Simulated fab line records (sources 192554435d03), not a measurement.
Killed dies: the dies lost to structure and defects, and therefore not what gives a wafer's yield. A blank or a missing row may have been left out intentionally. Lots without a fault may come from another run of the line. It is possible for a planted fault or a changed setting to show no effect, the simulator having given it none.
Matching of chambers    flow n5 finfet    N5_BEOL_M11_DEP_56 on pecvd-02: 3 sister chambers
The step deposits SiCN from 3MS/NH3, target thk 30 nm, time 10.5 s. 3 wafers are shown with their chamber, then 9 later ones without.

== EACH WAFER AND ITS CHAMBER ==
wafer   chamber  throttle valve pct (%)
L085.1  0        20.8
L085.3  2        19.0
L085.6  1        18.4

== WAFERS WHOSE CHAMBER IS MISSING ==
wafer   throttle valve pct (%)
L087.1  20.6
L087.4  20.8
L087.6  18.7
L092.2  18.4
L092.3  20.6
L092.5  18.1
L097.1  20.6
L097.2  18.6
L097.6  18.6

== WHICH CHAMBER EACH WENT THROUGH ==
wafer   from the rows above      in truth
L087.1  0                        0
L087.4  0                        0
L087.6  can't be placed: 1 or 2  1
L092.2  1                        1
L092.3  0                        0
L092.5  1                        1
L097.1  0                        0
L097.2  can't be placed: 1 or 2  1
L097.6  can't be placed: 1 or 2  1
Correct placement for 6 of the 9. Cannot be placed on the basis of these rows: 3; the candidates contain the true chamber in 3. Placed wrongly: 0.
How it was worked out, from the rows above alone: a wafer's distance from a chamber is the root of the sum, over the readings, of the square of ((its reading less the chamber's mean) divided by the reading's scatter). If the next closest chamber is less than 2 further off than the closest, the wafer can't be placed; otherwise it belongs to the closest. A chamber's mean is the mean of its shown wafers. The scatter (one wafer shown for each chamber): square how far every hidden wafer sits from the nearest shown wafer, average those squares and take the square root.
